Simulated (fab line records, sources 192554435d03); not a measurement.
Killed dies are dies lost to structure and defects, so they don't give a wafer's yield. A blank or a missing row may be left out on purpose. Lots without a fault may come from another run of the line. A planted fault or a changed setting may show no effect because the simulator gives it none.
Chamber matching | flow n5_finfet | N5_BEOL_M3_CO_CAP_55 on cvd_co-02: 3 sister chambers
The step material Co, precursor CCTBA/H2, target thk 2 nm, time 102.1 s. 33 wafers are shown with their chamber, then 12 later ones without.

WAFERS WITH THEIR CHAMBER
wafer  | chamber | heater_power_w (W)
L075.3 | 2       | 234
L075.5 | 2       | 221
L075.6 | 0       | 248
L077.1 | 0       | 253
L077.4 | 1       | 194
L077.6 | 2       | 230
L076.1 | 2       | 226
L076.4 | 2       | 229
L076.5 | 1       | 199
L078.1 | 0       | 253
L078.2 | 2       | 233
L078.3 | 1       | 191
L080.1 | 0       | 250
L080.2 | 2       | 229
L080.6 | 0       | 248
L081.2 | 1       | 188
L081.4 | 0       | 254
L081.5 | 1       | 195
L083.1 | 2       | 230
L083.3 | 0       | 253
L083.5 | 2       | 224
L085.2 | 1       | 194
L085.4 | 1       | 195
L085.5 | 2       | 231
L086.2 | 0       | 250
L086.4 | 1       | 197
L086.6 | 0       | 251
L087.2 | 1       | 192
L087.3 | 2       | 233
L087.4 | 1       | 191
L089.1 | 0       | 250
L089.3 | 2       | 231
L089.4 | 1       | 194

SIGNATURES (means of the wafers above)
reading        | chamber 0 | chamber 1 | chamber 2 | scatter within a chamber
heater_power_w | 251.00    | 193.64    | 229.25    | 3.16
Rule: a wafer's distance from a chamber is the root of the sum, over the readings, of the square of ((its reading less the chamber's mean) divided by the reading's scatter). The wafer belongs to the nearest chamber; if the next one is less than 2 further off, it can't be placed. The scatter: the root of (the sum of the squares of (reading less its chamber's mean) over the shown wafers, divided by (wafers less chambers)).

WAFERS WITHOUT THEIR CHAMBER
wafer  | heater_power_w (W)
L092.1 | 250
L092.4 | 232
L092.5 | 191
L091.1 | 226
L091.2 | 247
L091.5 | 195
L094.2 | 196
L094.3 | 259
L094.5 | 192
L096.1 | 244
L096.2 | 193
L096.6 | 233

WHICH CHAMBER EACH WENT THROUGH
wafer  | from the rows above | in truth
L092.1 | 0                   | 0
L092.4 | 2                   | 2
L092.5 | 1                   | 1
L091.1 | 2                   | 2
L091.2 | 0                   | 0
L091.5 | 1                   | 1
L094.2 | 1                   | 1
L094.3 | 0                   | 0
L094.5 | 1                   | 1
L096.1 | 0                   | 0
L096.2 | 1                   | 1
L096.6 | 2                   | 2
Placed correctly: 12 of 12. Can't be placed from these rows: 0. Placed wrongly: 0.
